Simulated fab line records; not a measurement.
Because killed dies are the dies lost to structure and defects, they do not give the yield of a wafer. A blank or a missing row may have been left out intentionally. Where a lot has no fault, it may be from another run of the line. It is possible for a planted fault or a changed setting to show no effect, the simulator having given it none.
Chamber matching / flow nand-harc / NHARC_A_WL_FILL_STRIP_29 on rie-diel-09 has 4 sister chambers
The step strips in O2, time 20 s. 16 wafers are shown with their chamber, then 8 later ones without.

== WAFERS PAIRED WITH THEIR CHAMBERS ==
wafer=L075.1; chamber=3; drypump-motor-current-A (A)=5.1; oes-product-au (a.u.)=1.007; rf-vpp-V (V)=57.1
wafer=L075.2; chamber=2; drypump-motor-current-A (A)=5.0; oes-product-au (a.u.)=0.986; rf-vpp-V (V)=59.1
wafer=L075.6; chamber=2; drypump-motor-current-A (A)=5.0; oes-product-au (a.u.)=1.003; rf-vpp-V (V)=57.7
wafer=L076.1; chamber=2; drypump-motor-current-A (A)=5.0; oes-product-au (a.u.)=0.986; rf-vpp-V (V)=57.5
wafer=L076.2; chamber=3; drypump-motor-current-A (A)=5.2; oes-product-au (a.u.)=1.011; rf-vpp-V (V)=56.7
wafer=L076.3; chamber=1; drypump-motor-current-A (A)=6.0; oes-product-au (a.u.)=1.001; rf-vpp-V (V)=59.4
wafer=L076.4; chamber=0; drypump-motor-current-A (A)=4.9; oes-product-au (a.u.)=0.992; rf-vpp-V (V)=57.0
wafer=L076.5; chamber=2; drypump-motor-current-A (A)=5.0; oes-product-au (a.u.)=0.983; rf-vpp-V (V)=58.5
wafer=L076.6; chamber=3; drypump-motor-current-A (A)=5.1; oes-product-au (a.u.)=0.999; rf-vpp-V (V)=56.9
wafer=L080.1; chamber=2; drypump-motor-current-A (A)=5.0; oes-product-au (a.u.)=0.991; rf-vpp-V (V)=58.4
wafer=L080.4; chamber=0; drypump-motor-current-A (A)=4.9; oes-product-au (a.u.)=0.995; rf-vpp-V (V)=56.8
wafer=L080.6; chamber=1; drypump-motor-current-A (A)=6.1; oes-product-au (a.u.)=1.004; rf-vpp-V (V)=57.6
wafer=L079.3; chamber=2; drypump-motor-current-A (A)=5.0; oes-product-au (a.u.)=0.996; rf-vpp-V (V)=57.5
wafer=L079.5; chamber=3; drypump-motor-current-A (A)=5.2; oes-product-au (a.u.)=1.019; rf-vpp-V (V)=56.9
wafer=L079.6; chamber=0; drypump-motor-current-A (A)=4.9; oes-product-au (a.u.)=0.990; rf-vpp-V (V)=57.3
wafer=L083.2; chamber=2; drypump-motor-current-A (A)=5.0; oes-product-au (a.u.)=0.981; rf-vpp-V (V)=58.7

SIGNATURES (averages over the wafers above)
reading=drypump-motor-current-A; chamber 0=4.900; chamber 1=6.050; chamber 2=5.000; chamber 3=5.150; scatter within a chamber=0.0354
reading=oes-product-au; chamber 0=0.99233; chamber 1=1.00250; chamber 2=0.98943; chamber 3=1.00900; scatter within a chamber=0.00702
reading=rf-vpp-V; chamber 0=57.033; chamber 1=58.500; chamber 2=58.200; chamber 3=56.900; scatter within a chamber=0.595
Rule: for a wafer and a chamber, the distance is found by dividing, reading by reading, the gap between the wafer's reading and the chamber's mean by the reading's scatter, squaring, summing and taking the root. If the next closest chamber is less than 2 further off than the closest, the wafer can't be placed; otherwise it belongs to the closest. How the scatter is found: for the shown wafers, subtract from each reading the mean of its chamber, square and add these, divide the total by (wafers less chambers), then take the root.

== WAFERS MISSING THEIR CHAMBER ==
wafer=L083.5; drypump-motor-current-A (A)=6.1; oes-product-au (a.u.)=1.004; rf-vpp-V (V)=57.6
wafer=L083.6; drypump-motor-current-A (A)=4.9; oes-product-au (a.u.)=0.982; rf-vpp-V (V)=58.3
wafer=L082.1; drypump-motor-current-A (A)=5.0; oes-product-au (a.u.)=0.999; rf-vpp-V (V)=56.4
wafer=L082.3; drypump-motor-current-A (A)=5.0; oes-product-au (a.u.)=0.991; rf-vpp-V (V)=57.1
wafer=L082.5; drypump-motor-current-A (A)=5.1; oes-product-au (a.u.)=1.007; rf-vpp-V (V)=58.8
wafer=L090.2; drypump-motor-current-A (A)=4.9; oes-product-au (a.u.)=1.003; rf-vpp-V (V)=57.7
wafer=L090.4; drypump-motor-current-A (A)=5.2; oes-product-au (a.u.)=1.000; rf-vpp-V (V)=58.7
wafer=L090.6; drypump-motor-current-A (A)=5.0; oes-product-au (a.u.)=1.016; rf-vpp-V (V)=58.4

== WHICH CHAMBER EACH ONE RAN IN ==
wafer=L083.5; from the rows above=1; in truth=1
wafer=L083.6; from the rows above=can't be placed: 0 or 2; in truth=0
wafer=L082.1; from the rows above=can't be placed: 0 or 2 or 3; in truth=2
wafer=L082.3; from the rows above=can't be placed: 2 or 0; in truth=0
wafer=L082.5; from the rows above=can't be placed: 3 or 2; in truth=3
wafer=L090.2; from the rows above=can't be placed: 0 or 2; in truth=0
wafer=L090.4; from the rows above=3; in truth=3
wafer=L090.6; from the rows above=can't be placed: 2 or 0 or 3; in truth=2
Placed correctly: 2 of 8. Can't be placed from these rows: 6 (the true chamber is among the candidates in 6). Number placed wrongly: 0.
